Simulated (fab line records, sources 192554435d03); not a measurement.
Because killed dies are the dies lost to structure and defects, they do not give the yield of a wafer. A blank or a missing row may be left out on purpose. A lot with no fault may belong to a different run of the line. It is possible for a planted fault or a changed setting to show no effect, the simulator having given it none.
What tool caused it? || flow n5 finfet || 6 lots with 16 wafers sampled at 4 steps, on a route of 1938 steps

## WHAT EACH GAUGE READ, for each wafer
N5_BEOL_M5_THK_MEAS_01.
{"lot": "L602", "measured": "day 9 01:21", "on": "film metro-02", "M5_ILD_THK (nm)": "120.7 122.8 123.2"}
{"lot": "L606", "measured": "day 10 01:26", "on": "film metro-02", "M5_ILD_THK (nm)": "120.1 122.9 122.0"}
{"lot": "L612", "measured": "day 11 04:05", "on": "film metro-02", "M5_ILD_THK (nm)": "119.1 122.8 123.6"}
{"lot": "L616", "measured": "day 12 07:13", "on": "film metro-02", "M5_ILD_THK (nm)": "119.2 87.9"}
{"lot": "L621", "measured": "day 12 22:07", "on": "film metro-01", "M5_ILD_THK (nm)": "118.4 90.3"}
{"lot": "L624", "measured": "day 14 09:50", "on": "film metro-02", "M5_ILD_THK (nm)": "117.9 120.6 120.9"}

## EACH LOT AND THE TOOL THAT RAN IT (in order: tool; ch and the chambers of the sampled wafers; start)
{"lot": "L602", "N5_BEOL_M4_ANNEAL_93": "pvd sputter-03, day 8 22:21", "N5_BEOL_M4_CO_CAP_55": "cvd co-02 ch 0,1,2, day 8 23:34", "N5_BEOL_M5_ILD_DEP_00": "pecvd-02 ch 0,2, day 9 00:47"}
{"lot": "L606", "N5_BEOL_M4_ANNEAL_93": "pvd sputter-03, day 9 21:50", "N5_BEOL_M4_CO_CAP_55": "cvd co-01 ch 0,2, day 9 23:11", "N5_BEOL_M5_ILD_DEP_00": "pecvd-02 ch 1,2, day 10 00:23"}
{"lot": "L612", "N5_BEOL_M4_ANNEAL_93": "pvd sputter-03, day 11 01:01", "N5_BEOL_M4_CO_CAP_55": "cvd co-01 ch 1,2, day 11 02:14", "N5_BEOL_M5_ILD_DEP_00": "pecvd-04 ch 0,2, day 11 03:26"}
{"lot": "L616", "N5_BEOL_M4_ANNEAL_93": "pvd sputter-02, day 12 03:53", "N5_BEOL_M4_CO_CAP_55": "cvd co-01 ch 0,1, day 12 05:26", "N5_BEOL_M5_ILD_DEP_00": "pecvd-04 ch 0,1, day 12 06:38"}
{"lot": "L621", "N5_BEOL_M4_ANNEAL_93": "pvd sputter-03, day 12 18:37", "N5_BEOL_M4_CO_CAP_55": "cvd co-02 ch 1, day 12 19:59", "N5_BEOL_M5_ILD_DEP_00": "pecvd-04 ch 0,1, day 12 21:11"}
{"lot": "L624", "N5_BEOL_M4_ANNEAL_93": "pvd sputter-02, day 14 06:50", "N5_BEOL_M4_CO_CAP_55": "cvd co-01 ch 0,2, day 14 08:04", "N5_BEOL_M5_ILD_DEP_00": "pecvd-03 ch 0,2, day 14 09:16"}
- N5_BEOL_M4_ANNEAL_93: time 240 s.
- N5_BEOL_M4_CO_CAP_55: material Co, precursor CCTBA/H2, target thk 2 nm, time 102.1 s.
- N5_BEOL_M5_ILD_DEP_00: deposits SiCOH lowk from DEMS/porogen, target thk 140.64 nm, time 25.9 s.

## THE ANSWER, worked out from the rows above alone
Rule: usual is defined by the lots themselves. Put in order of their means at a reading, lots are off if they are a third of the lots or fewer, leave a main group of 4 or more, and stand apart from it by a gap of 3 or more times the standard deviation of the main group's means; of several such gaps the widest counts. The tables above print the reading to a certain number of digits; a main group whose means all agree to those digits is not used. A lot without any number at a reading at which 4 lots or more have one is off too. The other lots that the step has rows for count as sound.
Off: L616, L621, seen at N5_BEOL_M5_THK_MEAS_01 (M5_ILD_THK). The main group has a mean of 121.4 nm with a standard deviation of 0.94.
If a tool, at a process step before that reading, ran all the lots that are off and no sound lot after the first of them, it fits. Those tools and the gauges at N5_BEOL_M5_THK_MEAS_01 are tried in the same way. One candidate fits, namely pecvd-04 at N5_BEOL_M5_ILD_DEP_00. Its last sound lot is L612 (day 11 03:26), its first lot that is off L616 (day 12 06:38): a fault that began between those two fits.

## WHAT WAS PUT IN BY THE SIMULATOR
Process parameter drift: pecvd-04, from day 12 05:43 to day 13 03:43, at N5_BEOL_M5_ILD_DEP_00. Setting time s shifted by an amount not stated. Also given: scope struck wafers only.
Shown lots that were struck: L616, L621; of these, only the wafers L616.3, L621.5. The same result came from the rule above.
